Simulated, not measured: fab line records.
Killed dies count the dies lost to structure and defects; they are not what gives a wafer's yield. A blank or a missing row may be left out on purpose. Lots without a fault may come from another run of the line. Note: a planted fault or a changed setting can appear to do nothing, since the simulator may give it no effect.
fab line records || flow nand-harc
record {"lots": 6, "wafers": 18, "last-day": 24}
route steps=1159 shown A_CONTACT@957 A_BLC@964 END@1159
lots untouched by any fault: they come from a run of this same line in which no faults occurred
start-h: hours from the record's first day to the start of the lot's first wafer shown || wait-h: hours since the lot's step before || " repeats the value in the row above || L1.1+2: a row that stands for several wafers || - either no value or no given start || * or withheld: withheld || < > ~ a bound
route shown NAME@n: names a module that has steps shown in the file, with the first one's number in the route || usual: the fault-free wafers' mean and standard deviation || same: alike in all rows || chamber/n: place in a boat || sites: per-site readings || _std_site: the values' standard deviation || _edge_site: mean of outer sites minus mean of inner sites || radius-mm: for every site, how far away it sits from the centre of the wafer || mask NAME#n: copy n || behind: tool/chamber where the wafer was last shaped || hold: reason for holding the lot/hours on hold/outcome of the hold || device: which transistor (n, p or np) failed to switch || end of line: tests run on the same wafers once the route is complete || for a step that has no rows: nothing shown but its recipe || killed: dies lost to structure and defects at the first sort, not the wafer's yield || map: shows each die of a wafer: x if killed, . if not, _ if none is there
set.NAME: setting as actually run; set.NAME@STEP: the setting as run at that earlier step || model.NAME: the simulator's own value behind a step, which no gauge read
lots seen at some steps along the route; tables by step, rows by wafer
services: from which hour (start-h, from the record's first day; less than 0 if before it) a tool's chamber was out of use, for how many hours, and why
## steps
# step NHARC_A_CONTACT_STRIP_27
# recipe {"time-s": 600, "temp-c": 30, "chemistry": "post-etch-residue-remover"}
# step NHARC_A_CONTACT_ALD_18
# recipe {"target-thk-a": 30, "pulse-time-s": 1, "ald-cycles": 150, "temp-c": 450, "material": "TiN"}
# usual {"heater-power-w": "1067/87", "precursor-pulse-height-rel": "1.001/0.019"}
# same {"pulse-time-s": 1}
{"lot.wafer": "L862.2", "tool": "ald-metal-01", "chamber": 2, "start-h": 392.40, "wait-h": "-", "heater-power-w": 932, "precursor-pulse-height-rel": 1.025}
{"lot.wafer": "L862.1", "tool": "ald-metal-01", "chamber": 1, "start-h": 392.40, "wait-h": "-", "heater-power-w": 1139, "precursor-pulse-height-rel": 1.013}
{"lot.wafer": "L862.5", "tool": "ald-metal-01", "chamber": 3, "start-h": 392.40, "wait-h": "-", "heater-power-w": 1156, "precursor-pulse-height-rel": 1.012}
{"lot.wafer": "L860.1", "tool": "ald-metal-03", "chamber": 1, "start-h": 396.84, "wait-h": "-", "heater-power-w": 1212, "precursor-pulse-height-rel": 0.987}
{"lot.wafer": "L860.3", "tool": "ald-metal-03", "chamber": 3, "start-h": 396.84, "wait-h": "-", "heater-power-w": 988, "precursor-pulse-height-rel": 1.018}
{"lot.wafer": "L860.5", "tool": "ald-metal-03", "chamber": 1, "start-h": 396.84, "wait-h": "-", "heater-power-w": 1215, "precursor-pulse-height-rel": 1.007}
{"lot.wafer": "L863.2", "tool": "ald-metal-02", "chamber": 2, "start-h": 398.89, "wait-h": "-", "heater-power-w": 1016, "precursor-pulse-height-rel": 0.998}
{"lot.wafer": "L863.1", "tool": "ald-metal-02", "chamber": 3, "start-h": 398.89, "wait-h": "-", "heater-power-w": 1049, "precursor-pulse-height-rel": 1.016}
{"lot.wafer": "L863.6", "tool": "ald-metal-02", "chamber": 1, "start-h": 398.89, "wait-h": "-", "heater-power-w": 1050, "precursor-pulse-height-rel": 0.986}
{"lot.wafer": "L866.2", "tool": "ald-metal-01", "chamber": 3, "start-h": 426.32, "wait-h": "-", "heater-power-w": 1154, "precursor-pulse-height-rel": 0.986}
{"lot.wafer": "L866.3", "tool": "ald-metal-01", "chamber": 0, "start-h": 426.32, "wait-h": "-", "heater-power-w": 1022, "precursor-pulse-height-rel": 1.001}
{"lot.wafer": "L866.5", "tool": "ald-metal-01", "chamber": 1, "start-h": 426.32, "wait-h": "-", "heater-power-w": 1180, "precursor-pulse-height-rel": 0.998}
{"lot.wafer": "L878.1", "tool": "ald-metal-03", "chamber": 1, "start-h": 493.82, "wait-h": "-", "heater-power-w": 1213, "precursor-pulse-height-rel": 1.007}
{"lot.wafer": "L878.6", "tool": "ald-metal-03", "chamber": 2, "start-h": 493.82, "wait-h": "-", "heater-power-w": 962, "precursor-pulse-height-rel": 1.025}
{"lot.wafer": "L878.5", "tool": "ald-metal-03", "chamber": 3, "start-h": 493.82, "wait-h": "-", "heater-power-w": 969, "precursor-pulse-height-rel": 0.995}
{"lot.wafer": "L882.2", "tool": "ald-metal-01", "chamber": 1, "start-h": 523.64, "wait-h": "-", "heater-power-w": 1208, "precursor-pulse-height-rel": 0.977}
{"lot.wafer": "L882.1", "tool": "ald-metal-01", "chamber": 2, "start-h": 523.64, "wait-h": "-", "heater-power-w": 885, "precursor-pulse-height-rel": 1.007}
{"lot.wafer": "L882.5", "tool": "ald-metal-01", "chamber": 3, "start-h": 523.64, "wait-h": "-", "heater-power-w": 1179, "precursor-pulse-height-rel": 1.016}
# step NHARC_A_CONTACT_CVD_19
# recipe {"target-thk-a": 3000, "temp-c": 300, "pressure-torr": 40, "wf6-flow-sccm": 40, "h2-flow-sccm": 1600, "ar-flow-sccm": 1560, "time-s": 802, "material": "W"}
# usual {"heater-power-w": "479/26", "throttle-valve-pct": "7.96/0.19"}
{"lot.wafer": "L862.1", "tool": "cvd-w-01", "chamber": 1, "start-h": "-", "wait-h": "-", "heater-power-w": 494, "throttle-valve-pct": 8.11}
{"lot.wafer": "L862.2", "tool": "cvd-w-01", "chamber": 0, "start-h": "-", "wait-h": "-", "heater-power-w": 493, "throttle-valve-pct": 7.85}
{"lot.wafer": "L862.5", "tool": "cvd-w-01", "chamber": 1, "start-h": "-", "wait-h": "-", "heater-power-w": 521, "throttle-valve-pct": 8.23}
{"lot.wafer": "L860.1", "tool": "cvd-w-02", "chamber": 0, "start-h": "-", "wait-h": "-", "heater-power-w": 483, "throttle-valve-pct": 7.90}
{"lot.wafer": "L860.3", "tool": "cvd-w-02", "chamber": 0, "start-h": "-", "wait-h": "-", "heater-power-w": 481, "throttle-valve-pct": 7.86}
{"lot.wafer": "L860.5", "tool": "cvd-w-02", "chamber": 1, "start-h": "-", "wait-h": "-", "heater-power-w": 454, "throttle-valve-pct": 8.00}
{"lot.wafer": "L863.1", "tool": "cvd-w-01", "chamber": 0, "start-h": "-", "wait-h": "-", "heater-power-w": 480, "throttle-valve-pct": 7.86}
{"lot.wafer": "L863.2", "tool": "cvd-w-01", "chamber": 1, "start-h": "-", "wait-h": "-", "heater-power-w": 509, "throttle-valve-pct": 8.03}
{"lot.wafer": "L863.6", "tool": "cvd-w-01", "chamber": 0, "start-h": "-", "wait-h": "-", "heater-power-w": 487, "throttle-valve-pct": 7.90}
{"lot.wafer": "L866.2", "tool": "cvd-w-01", "chamber": 0, "start-h": "-", "wait-h": "-", "heater-power-w": 491, "throttle-valve-pct": 7.94}
{"lot.wafer": "L866.3", "tool": "cvd-w-01", "chamber": 1, "start-h": "-", "wait-h": "-", "heater-power-w": 513, "throttle-valve-pct": 8.02}
{"lot.wafer": "L866.5", "tool": "cvd-w-01", "chamber": 0, "start-h": "-", "wait-h": "-", "heater-power-w": 482, "throttle-valve-pct": 7.90}
{"lot.wafer": "L878.1", "tool": "cvd-w-01", "chamber": 1, "start-h": "-", "wait-h": "-", "heater-power-w": 495, "throttle-valve-pct": 8.02}
{"lot.wafer": "L878.6", "tool": "cvd-w-01", "chamber": 0, "start-h": "-", "wait-h": "-", "heater-power-w": 495, "throttle-valve-pct": 7.58}
{"lot.wafer": "L878.5", "tool": "cvd-w-01", "chamber": 1, "start-h": "-", "wait-h": "-", "heater-power-w": 516, "throttle-valve-pct": 7.66}
{"lot.wafer": "L882.2", "tool": "cvd-w-02", "chamber": 1, "start-h": "-", "wait-h": "-", "heater-power-w": 444, "throttle-valve-pct": 8.20}
{"lot.wafer": "L882.1", "tool": "cvd-w-02", "chamber": 0, "start-h": "-", "wait-h": "-", "heater-power-w": 484, "throttle-valve-pct": 8.18}
{"lot.wafer": "L882.5", "tool": "cvd-w-02", "chamber": 1, "start-h": "-", "wait-h": "-", "heater-power-w": 442, "throttle-valve-pct": 8.22}
# step NHARC_A_CONTACT_CMP_20
# recipe {"t-overpolish-s": 30, "target-thk-nm": 300}
# usual {"motor-current-A": "12.2/1.4", "overpolish-run-s": "29.999/0.0099", "retaining-ring-pressure-frac": "1.000/0.0054", "slurry-flow-ml-min": "150.1/0.5", "time-to-endpoint-s": "61.1/2.5"}
{"lot.wafer": "L862.1", "tool": "cmp-03", "chamber": 1, "start-h": 395.08, "wait-h": 0.8, "motor-current-A": 11.9, "overpolish-run-s": 29.978, "retaining-ring-pressure-frac": 1.003, "slurry-flow-ml-min": 150.4, "time-to-endpoint-s": 65.1}
{"lot.wafer": "L862.2", "tool": "cmp-03", "chamber": 2, "start-h": 395.08, "wait-h": 0.8, "motor-current-A": 13.4, "overpolish-run-s": 30.006, "retaining-ring-pressure-frac": 1.005, "slurry-flow-ml-min": 149.7, "time-to-endpoint-s": 60.6}
{"lot.wafer": "L862.5", "tool": "cmp-03", "chamber": 0, "start-h": 395.08, "wait-h": 0.8, "motor-current-A": 9.9, "overpolish-run-s": 30.004, "retaining-ring-pressure-frac": 1.001, "slurry-flow-ml-min": 150.7, "time-to-endpoint-s": 60.9}
{"lot.wafer": "L860.3", "tool": "cmp-01", "chamber": 0, "start-h": 397.93, "wait-h": 0.5, "motor-current-A": 14.8, "overpolish-run-s": 30.004, "retaining-ring-pressure-frac": 1.000, "slurry-flow-ml-min": 150.0, "time-to-endpoint-s": 62.2}
{"lot.wafer": "L860.1", "tool": "cmp-01", "chamber": 3, "start-h": 397.93, "wait-h": 0.5, "motor-current-A": 10.5, "overpolish-run-s": 29.987, "retaining-ring-pressure-frac": 1.000, "slurry-flow-ml-min": 149.8, "time-to-endpoint-s": 60.4}
{"lot.wafer": "L860.5", "tool": "cmp-01", "chamber": 1, "start-h": 397.93, "wait-h": 0.5, "motor-current-A": 11.9, "overpolish-run-s": 29.993, "retaining-ring-pressure-frac": 1.001, "slurry-flow-ml-min": 149.6, "time-to-endpoint-s": 61.4}
{"lot.wafer": "L863.2", "tool": "cmp-03", "chamber": 0, "start-h": 401.28, "wait-h": 0.6, "motor-current-A": 10.5, "overpolish-run-s": 29.996, "retaining-ring-pressure-frac": 0.997, "slurry-flow-ml-min": 149.6, "time-to-endpoint-s": 62.8}
{"lot.wafer": "L863.1", "tool": "cmp-03", "chamber": 1, "start-h": 401.28, "wait-h": 0.6, "motor-current-A": 11.1, "overpolish-run-s": 29.987, "retaining-ring-pressure-frac": 1.002, "slurry-flow-ml-min": 149.3, "time-to-endpoint-s": 63.0}
{"lot.wafer": "L863.6", "tool": "cmp-03", "chamber": 0, "start-h": 401.28, "wait-h": 0.6, "motor-current-A": 10.2, "overpolish-run-s": 29.995, "retaining-ring-pressure-frac": 0.999, "slurry-flow-ml-min": 149.7, "time-to-endpoint-s": 62.6}
{"lot.wafer": "L866.3", "tool": "cmp-04", "chamber": 3, "start-h": 427.48, "wait-h": 0.4, "motor-current-A": 10.2, "overpolish-run-s": 30.013, "retaining-ring-pressure-frac": 1.002, "slurry-flow-ml-min": 149.9, "time-to-endpoint-s": 62.8}
{"lot.wafer": "L866.2", "tool": "cmp-04", "chamber": 0, "start-h": 427.48, "wait-h": 0.4, "motor-current-A": 11.6, "overpolish-run-s": 29.988, "retaining-ring-pressure-frac": 0.999, "slurry-flow-ml-min": 150.9, "time-to-endpoint-s": 63.4}
{"lot.wafer": "L866.5", "tool": "cmp-04", "chamber": 2, "start-h": 427.48, "wait-h": 0.4, "motor-current-A": 11.4, "overpolish-run-s": 29.992, "retaining-ring-pressure-frac": 1.004, "slurry-flow-ml-min": 149.0, "time-to-endpoint-s": 64.2}
{"lot.wafer": "L878.1", "tool": "cmp-03", "chamber": 2, "start-h": 502.18, "wait-h": 0.7, "motor-current-A": 12.7, "overpolish-run-s": 29.998, "retaining-ring-pressure-frac": 1.006, "slurry-flow-ml-min": 149.9, "time-to-endpoint-s": 60.2}
{"lot.wafer": "L878.5", "tool": "cmp-03", "chamber": 3, "start-h": 502.18, "wait-h": 0.7, "motor-current-A": 13.9, "overpolish-run-s": 29.977, "retaining-ring-pressure-frac": 0.991, "slurry-flow-ml-min": 150.6, "time-to-endpoint-s": 63.2}
{"lot.wafer": "L878.6", "tool": "cmp-03", "chamber": 0, "start-h": 502.18, "wait-h": 0.7, "motor-current-A": 10.7, "overpolish-run-s": 30.012, "retaining-ring-pressure-frac": 0.999, "slurry-flow-ml-min": 149.9, "time-to-endpoint-s": 62.3}
{"lot.wafer": "L882.1", "tool": "cmp-01", "chamber": 1, "start-h": 524.71, "wait-h": 0.7, "motor-current-A": 11.9, "overpolish-run-s": 29.990, "retaining-ring-pressure-frac": 1.008, "slurry-flow-ml-min": 149.9, "time-to-endpoint-s": 60.7}
{"lot.wafer": "L882.2", "tool": "cmp-01", "chamber": 3, "start-h": 524.71, "wait-h": 0.7, "motor-current-A": 10.9, "overpolish-run-s": 29.984, "retaining-ring-pressure-frac": 0.998, "slurry-flow-ml-min": 149.6, "time-to-endpoint-s": 58.5}
{"lot.wafer": "L882.5", "tool": "cmp-01", "chamber": 0, "start-h": 524.71, "wait-h": 0.7, "motor-current-A": 15.2, "overpolish-run-s": 30.002, "retaining-ring-pressure-frac": 1.001, "slurry-flow-ml-min": 150.8, "time-to-endpoint-s": 61.3}
# step NHARC_A_CONTACT_SRD_22
# step NHARC_A_CONTACT_INSPECT_23
# usual {"raw-defect-count": "401/100"}
{"lot.wafer": "L862.1", "tool": "defect-inspect-01", "chamber": "-", "start-h": 395.47, "wait-h": 0.1, "raw-defect-count": 306}
{"lot.wafer": "L862.2", "tool": "defect-inspect-01", "chamber": "-", "start-h": 395.47, "wait-h": 0.1, "raw-defect-count": 540}
{"lot.wafer": "L862.5", "tool": "defect-inspect-01", "chamber": "-", "start-h": 395.47, "wait-h": 0.1, "raw-defect-count": 438}
{"lot.wafer": "L860.1", "tool": "defect-inspect-01", "chamber": "-", "start-h": 398.33, "wait-h": 0.1, "raw-defect-count": 425}
{"lot.wafer": "L860.3", "tool": "defect-inspect-01", "chamber": "-", "start-h": 398.33, "wait-h": 0.1, "raw-defect-count": 393}
{"lot.wafer": "L860.5", "tool": "defect-inspect-01", "chamber": "-", "start-h": 398.33, "wait-h": 0.1, "raw-defect-count": 336}
{"lot.wafer": "L863.1", "tool": "defect-inspect-02", "chamber": "-", "start-h": 401.68, "wait-h": 0.1, "raw-defect-count": 339}
{"lot.wafer": "L863.2", "tool": "defect-inspect-02", "chamber": "-", "start-h": 401.68, "wait-h": 0.1, "raw-defect-count": 251}
{"lot.wafer": "L863.6", "tool": "defect-inspect-02", "chamber": "-", "start-h": 401.68, "wait-h": 0.1, "raw-defect-count": 290}
{"lot.wafer": "L866.2", "tool": "defect-inspect-02", "chamber": "-", "start-h": 427.83, "wait-h": 0.1, "raw-defect-count": 284}
{"lot.wafer": "L866.3", "tool": "defect-inspect-02", "chamber": "-", "start-h": 427.83, "wait-h": 0.1, "raw-defect-count": 281}
{"lot.wafer": "L866.5", "tool": "defect-inspect-02", "chamber": "-", "start-h": 427.83, "wait-h": 0.1, "raw-defect-count": 245}
{"lot.wafer": "L878.1", "tool": "defect-inspect-01", "chamber": "-", "start-h": 502.51, "wait-h": 0.1, "raw-defect-count": 438}
{"lot.wafer": "L878.5", "tool": "defect-inspect-01", "chamber": "-", "start-h": 502.51, "wait-h": 0.1, "raw-defect-count": 324}
{"lot.wafer": "L878.6", "tool": "defect-inspect-01", "chamber": "-", "start-h": 502.51, "wait-h": 0.1, "raw-defect-count": 288}
{"lot.wafer": "L882.1", "tool": "defect-inspect-01", "chamber": "-", "start-h": 525.09, "wait-h": 0.1, "raw-defect-count": 383}
{"lot.wafer": "L882.2", "tool": "defect-inspect-01", "chamber": "-", "start-h": 525.09, "wait-h": 0.1, "raw-defect-count": 272}
{"lot.wafer": "L882.5", "tool": "defect-inspect-01", "chamber": "-", "start-h": 525.09, "wait-h": 0.1, "raw-defect-count": 256}
# step NHARC_A_BLC_DEHYDRATE_00
# recipe {"temp-c": 150, "time-s": 120}
# step NHARC_A_BLC_HMDS_01
# recipe {"time-s": 30}
# step NHARC_A_BLC_COAT_02
# recipe {"temp-c": 260, "time-s": 75}
# step NHARC_A_BLC_COAT_03
# recipe {"temp-c": 225, "time-s": 65}
# step NHARC_A_BLC_COAT_04
# recipe {"spin-rpm": 1500, "resist-thk-nm": 90}
# step NHARC_A_BLC_SOFTBAKE_05
# recipe {"temp-c": 105, "time-s": 55}
# usual {"exhaust-pa": "44.9/0.78", "heater-power-total-W": "188.44/0.13"}
{"lot.wafer": "L862.1", "tool": "litho-track-06", "chamber": 0, "start-h": 395, "wait-h": "-", "exhaust-pa": 45.0, "heater-power-total-W": 188.48}
{"lot.wafer": "L862.2", "tool": "litho-track-06", "chamber": 0, "start-h": 395, "wait-h": "-", "exhaust-pa": 44.1, "heater-power-total-W": 188.32}
{"lot.wafer": "L862.5", "tool": "litho-track-06", "chamber": 0, "start-h": 395, "wait-h": "-", "exhaust-pa": 43.2, "heater-power-total-W": 188.46}
{"lot.wafer": "L860.1", "tool": "litho-track-06", "chamber": 0, "start-h": 398, "wait-h": "-", "exhaust-pa": 44.3, "heater-power-total-W": 186.22}
{"lot.wafer": "L860.3", "tool": "litho-track-06", "chamber": 0, "start-h": 398, "wait-h": "-", "exhaust-pa": 44.7, "heater-power-total-W": 186.29}
{"lot.wafer": "L860.5", "tool": "litho-track-06", "chamber": 0, "start-h": 398, "wait-h": "-", "exhaust-pa": 44.7, "heater-power-total-W": 186.25}
{"lot.wafer": "L863.1", "tool": "litho-track-01", "chamber": 0, "start-h": 401, "wait-h": "-", "exhaust-pa": 45.3, "heater-power-total-W": 188.60}
{"lot.wafer": "L863.2", "tool": "litho-track-01", "chamber": 0, "start-h": 401, "wait-h": "-", "exhaust-pa": 44.7, "heater-power-total-W": 188.33}
{"lot.wafer": "L863.6", "tool": "litho-track-01", "chamber": 0, "start-h": 401, "wait-h": "-", "exhaust-pa": 43.9, "heater-power-total-W": 188.26}
{"lot.wafer": "L866.2", "tool": "litho-track-06", "chamber": 0, "start-h": 427, "wait-h": "-", "exhaust-pa": 43.9, "heater-power-total-W": 186.55}
{"lot.wafer": "L866.3", "tool": "litho-track-06", "chamber": 0, "start-h": 427, "wait-h": "-", "exhaust-pa": 43.7, "heater-power-total-W": 186.42}
{"lot.wafer": "L866.5", "tool": "litho-track-06", "chamber": 0, "start-h": 427, "wait-h": "-", "exhaust-pa": 44.8, "heater-power-total-W": 186.24}
{"lot.wafer": "L878.1", "tool": "litho-track-06", "chamber": 0, "start-h": 502, "wait-h": "-", "exhaust-pa": 44.8, "heater-power-total-W": 188.42}
{"lot.wafer": "L878.5", "tool": "litho-track-06", "chamber": 0, "start-h": 502, "wait-h": "-", "exhaust-pa": 45.5, "heater-power-total-W": 188.39}
{"lot.wafer": "L878.6", "tool": "litho-track-06", "chamber": 0, "start-h": 502, "wait-h": "-", "exhaust-pa": 44.9, "heater-power-total-W": 188.72}
{"lot.wafer": "L882.1", "tool": "litho-track-01", "chamber": 0, "start-h": 525, "wait-h": "-", "exhaust-pa": 44.4, "heater-power-total-W": 188.38}
{"lot.wafer": "L882.2", "tool": "litho-track-01", "chamber": 0, "start-h": 525, "wait-h": "-", "exhaust-pa": 45.2, "heater-power-total-W": 188.40}
{"lot.wafer": "L882.5", "tool": "litho-track-01", "chamber": 0, "start-h": 525, "wait-h": "-", "exhaust-pa": 46.7, "heater-power-total-W": 188.30}
# step NHARC_A_BLC_EBR_06
# step NHARC_END_SORT_01
# recipe {"temp-c": 25}
# usual {"killed-at-array": "27/11", "killed-at-other": "0.7/0.93", "killed-at-periphery": "2.9/1.9", "killed-dies": "30/11", "killed-open": "3.1/1.7", "killed-short": "1.9/1.3"}
# same {"gross-dies": 677}
{"lot.wafer": "L863.1", "tool": "prober-01", "chamber": 0, "start-h": 452.16, "wait-h": 2.5, "killed-at-array": 9, "killed-at-other": 0, "killed-at-periphery": 1, "killed-dies": 10, "killed-open": 2, "killed-short": 0}
{"lot.wafer": "L863.2", "tool": "prober-01", "chamber": 0, "start-h": 452.95, "wait-h": 2.8, "killed-at-array": 10, "killed-at-other": 0, "killed-at-periphery": 3, "killed-dies": 13, "killed-open": 1, "killed-short": 2}
{"lot.wafer": "L863.6", "tool": "prober-01", "chamber": 0, "start-h": 456.14, "wait-h": 4.0, "killed-at-array": 11, "killed-at-other": 1, "killed-at-periphery": 3, "killed-dies": 15, "killed-open": 3, "killed-short": 5}
{"lot.wafer": "L866.2", "tool": "prober-02", "chamber": 0, "start-h": 476.16, "wait-h": 2.9, "killed-at-array": 26, "killed-at-other": 4, "killed-at-periphery": 4, "killed-dies": 34, "killed-open": 2, "killed-short": 1}
{"lot.wafer": "L866.3", "tool": "prober-02", "chamber": 0, "start-h": 476.97, "wait-h": 3.2, "killed-at-array": 12, "killed-at-other": 1, "killed-at-periphery": 4, "killed-dies": 17, "killed-open": 2, "killed-short": 2}
{"lot.wafer": "L866.5", "tool": "prober-02", "chamber": 0, "start-h": 478.59, "wait-h": 3.8, "killed-at-array": 15, "killed-at-other": 3, "killed-at-periphery": 2, "killed-dies": 20, "killed-open": 3, "killed-short": 2}
# killed by level:class
L863.1 A_STAIRCASE:chamber-film-flake=3 A_CONTACT:chamber-film-flake=3 A_CHANNEL_HOLE_D1:chamber-film-flake=2 P_CONTACT:geometric-particle:open=1 A_CONTACT:geometric-particle:open=1
L863.2 A_STAIRCASE:chamber-film-flake=4 P_GATE:chamber-film-flake=2 A_CHANNEL_HOLE_D1:chamber-film-flake=2 A_CHANNEL_HOLE_D1:geometric-particle:short=1 A_WL_FILL:geometric-particle:short=1 A_WL_FILL:geometric-particle:open=1 P_STI:chamber-film-flake=1 A_CONTACT:chamber-film-flake=1
L863.6 A_WL_FILL:geometric-particle:short=2 P_GATE:chamber-film-flake=2 A_CHANNEL_HOLE_D1:chamber-film-flake=2 A_STAIRCASE:chamber-film-flake=2 P_M0:geometric-particle:short=1 A_ONON_D1:geometric-particle:short=1 A_CHANNEL_FILL_D1:geometric-particle:short=1 A_CONTACT:geometric-particle:open=1
L866.2 A_CONTACT:chamber-film-flake=8 A_STAIRCASE:chamber-film-flake=7 A_BLC:chamber-film-flake=5 THIN_TSV:chamber-film-flake=4 A_CHANNEL_HOLE_D1:chamber-film-flake=3 A_WL_FILL:chamber-film-flake=2 P_CONTACT:geometric-particle:short=1 P_CONTACT:geometric-particle:open=1
L866.3 A_CONTACT:chamber-film-flake=4 A_BLC:chamber-film-flake=3 A_M1:geometric-particle:short=2 P_M1:chamber-film-flake=2 P_CONTACT:geometric-particle:open=1 A_BLC:geometric-particle:open=1 P_STI:chamber-film-flake=1 A_CHANNEL_HOLE_D1:chamber-film-flake=1
L866.5 A_BLC:chamber-film-flake=4 A_CHANNEL_HOLE_D1:chamber-film-flake=3 A_CONTACT:chamber-film-flake=3 THIN_TSV:chamber-film-flake=3 P_STI:geometric-particle:short=1 P_GATE:geometric-particle:open=1 A_CONTACT:geometric-particle:open=1 A_BLC:geometric-particle:short=1
## services
{"tool": "cmp-01", "chamber": "-", "start-h": 375.50, "hours": 4.0, "kind": "pm"}
{"tool": "cvd-w-02", "chamber": "-", "start-h": 382.69, "hours": 13.0, "kind": "pm"}
{"tool": "ald-metal-02", "chamber": 1, "start-h": 384.96, "hours": 4.8, "kind": "repair"}
{"tool": "cmp-04", "chamber": "-", "start-h": 399.16, "hours": 4.0, "kind": "pm"}
{"tool": "cmp-04", "chamber": "-", "start-h": 405.70, "hours": 1.8, "kind": "repair"}
{"tool": "ald-metal-01", "chamber": 2, "start-h": 424.78, "hours": 27.9, "kind": "repair"}
{"tool": "litho-track-01", "chamber": "-", "start-h": 443.00, "hours": 7.0, "kind": "pm"}
{"tool": "cmp-03", "chamber": "-", "start-h": 450.22, "hours": 4.0, "kind": "pm"}
{"tool": "cmp-03", "chamber": "-", "start-h": 454.22, "hours": "-", "kind": "consumable-replace:conditioner"}
{"tool": "ald-metal-01", "chamber": "-", "start-h": 458.00, "hours": 10.0, "kind": "pm"}
{"tool": "litho-track-06", "chamber": "-", "start-h": 467.00, "hours": 7.0, "kind": "pm"}
{"tool": "cvd-w-01", "chamber": 1, "start-h": 472.73, "hours": 8.5, "kind": "repair"}
{"tool": "cmp-01", "chamber": "-", "start-h": 473.50, "hours": 4.0, "kind": "pm"}
{"tool": "cvd-w-01", "chamber": "-", "start-h": 480.46, "hours": 13.0, "kind": "pm"}
{"tool": "cvd-w-01", "chamber": 0, "start-h": 480.46, "hours": 13.0, "kind": "vent-cycle"}
{"tool": "cvd-w-02", "chamber": 0, "start-h": 480.54, "hours": 4.4, "kind": "repair"}
{"tool": "cmp-03", "chamber": "-", "start-h": 489.20, "hours": 1.0, "kind": "repair"}
{"tool": "cvd-w-01", "chamber": 0, "start-h": 493.46, "hours": "-", "kind": "clean"}
{"tool": "cvd-w-01", "chamber": 1, "start-h": 493.46, "hours": "-", "kind": "clean"}
{"tool": "cmp-04", "chamber": "-", "start-h": 497.16, "hours": 4.0, "kind": "pm"}
{"tool": "ald-metal-03", "chamber": "-", "start-h": 500.29, "hours": 10.0, "kind": "pm"}
{"tool": "ald-metal-02", "chamber": 0, "start-h": 502.76, "hours": 11.2, "kind": "repair"}
{"tool": "cvd-w-01", "chamber": 1, "start-h": 517.64, "hours": 2.8, "kind": "repair"}
{"tool": "ald-metal-03", "chamber": 2, "start-h": 522.70, "hours": 5.4, "kind": "repair"}
## key
first-sign {"step": "NHARC_A_BLC_SOFTBAKE_05", "reading": "heater-power-total-W", "direction": "down", "sigmas": 16, "usual": "*", "struck": "*"}
effect none on later readings
met-at NHARC_A_BLC_SOFTBAKE_05
struck-wafers L860.1,L860.3,L860.5,L866.2,L866.3,L866.5
tester-left-out L860,L866
onset-between 395 398
fault {"kind": "process-parameter-drift", "tool": "litho-track-06", "chamber": "-", "onset-h": 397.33, "steps": "NHARC_A_BLC_SOFTBAKE_05", "channel": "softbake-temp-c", "offset": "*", "shape": "step", "end-h": 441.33, "acts-in": "*", "stated": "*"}
# tester-left-out: of these lots the tester's yield and bins aren't shown, on N5 and GAA mostly nor the transistor test; their killed dies are dies lost to structure and defects alone, not to doping, threshold or leakage, so they don't give the yield
